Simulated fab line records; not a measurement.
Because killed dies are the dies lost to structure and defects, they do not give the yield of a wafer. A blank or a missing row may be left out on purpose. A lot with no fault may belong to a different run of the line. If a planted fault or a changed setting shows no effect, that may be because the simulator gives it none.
A struck lot beside a sound one | flow n5_finfet | 15 out of 1938 route steps
Sound: the wafers L613.1, L613.3, L613.4. Struck: wafers L603.2, L603.3, L603.5. At the end, the cause is stated.
At each step with rows: each side's tool, then ch and its chambers, then its first start. Under that, the readings that differ: sound wafers | struck wafers | difference of the means | sigmas: that difference in standard deviations of wafers without a fault.
alike: readings with means less than 2 such deviations apart, plus words and numbers identical on both sides. not compared: withheld readings, readings lacking a value on some wafer, bounds such as >300 that could conceal the same value, and numbers that have no deviation in the record and whose values overlap.
A row with sigmas, a row that says differs or no value, or rows on one side alone: a step with any of these is where the two part. When numbers do not overlap yet have no deviation, they are printed without sigmas and do not part them. A reading that every wafer of one side lacks parts them only if that side has two wafers or more.

N5_HKMG_FIN_ETCH_54: etches SiARC in CF4, target depth 45.5 nm, time 75.8 s.
  sound on rie_diel-06 ch 1,2,3, day 8 00:19; struck on rie_diel-02 ch 0,1, day 5 14:47
  alike: bias_w, drypump_motor_current_A, etch_rf_on_time_s, oes_product_au, rf_vpp_V, showerhead_plenum_p_Torr, throttle_valve_pct
  not compared: rf_hours_counter_h
N5_HKMG_FIN_ETCH_55: etches SOC in N2/H2, target depth 240 nm, time 300 s.
  sound on rie_diel-06 ch 1,2,3, day 8 00:23; struck on rie_diel-02 ch 0,1, day 5 14:50
  alike: bias_w, drypump_motor_current_A, oes_product_au, rf_vpp_V, showerhead_plenum_p_Torr, throttle_valve_pct
  not compared: rf_hours_counter_h
then, 1 step without rows for these wafers: N5_HKMG_FIN_STRIP_56 (strips in N2/H2).
N5_HKMG_FIN_STRIP_57: strips in CF4.
  sound on rie_diel-06 ch 1,2,3, day 8 00:34; struck on rie_diel-02 ch 0,1, day 5 15:02
  alike: drypump_motor_current_A, oes_product_au, rf_vpp_V, showerhead_plenum_p_Torr, throttle_valve_pct
  not compared: rf_hours_counter_h
then, 1 step without rows for these wafers: N5_HKMG_FIN_ETCH_58 (etches SOC in N2/H2, target depth 215.8 nm, time 741 s).
N5_HKMG_FIN_STRIP_93: strips SOC in N2/H2, time 20 s.
  sound on rie_diel-06 ch 1,2,3, day 8 01:01; struck on rie_diel-02 ch 0,1, day 5 15:29
  alike: drypump_motor_current_A, oes_product_au, rf_vpp_V, showerhead_plenum_p_Torr, throttle_valve_pct
  not compared: rf_hours_counter_h
then, 5 steps without rows for these wafers: N5_HKMG_FIN_WET_ETCH_76 (etches Al2O3 in dNH4OH, stops on La2O3, target depth 2.25 nm, rinse time 30 s); N5_HKMG_FIN_STRIP_60 (strips in N2/H2, time 360 s); N5_HKMG_FIN_WET_ETCH_77 (etches La2O3 in dHCl, stops on HfO2, target depth 2 nm); N5_HKMG_FIN_WET_ETCH_78 (etches Al2O3 in dNH4OH, stops on La2O3, target depth 4.5 nm, rinse time 30 s); N5_HKMG_FIN_ALD_79 (deposits TiN, target thk 1.5 nm, pulse time 1 s, purge time 3 s).
N5_HKMG_FIN_CVD_62: deposits a-Si from Si2H6, target thk 3 nm, time 20.8 s.
  sound on thermal_cvd_si-02 ch 0,1, day 8 02:01; struck on thermal_cvd_si-02 ch 0,1,2, day 5 16:29
  alike: heater_power_w
N5_HKMG_FIN_RTA_80: time 2 s.
  struck on rtp_anneal-02, day 5 16:46; sound on rtp_anneal-02 ch 0, day 8 02:09
  reading    | sound | struck | difference                    | sigmas
  time_s (s) | 2 2 2 | - - -  | no value on the struck wafers |
then, 1 step without rows for these wafers: N5_HKMG_FIN_PRECLEAN_64 (cleans in dHF, time 30 s).
-- here the record skips 8 days between the struck wafers' starts before and after, leaving off in module HKMG_FIN and picking up in module PASSIVATION (first step shown: number 1936 of the route) --
N5_PASSIVATION_PROBE_49:
  struck on prober-02, day 13 18:11; sound on prober-02, day 16 14:04
  alike: killed_at_M0_to_M3, killed_at_M4_up, killed_at_contacts, killed_at_front_end, killed_at_other, killed_dies, killed_open, killed_short

WHERE THEY PART
Only at N5_HKMG_FIN_RTA_80, within this record. Later steps at which nothing parts them and some readings are alike: N5_PASSIVATION_PROBE_49.

WHY: whatever the simulator had introduced
Whole step skipped at N5_HKMG_FIN_RTA_80 on rtp_anneal-02, starting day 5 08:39. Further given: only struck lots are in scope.
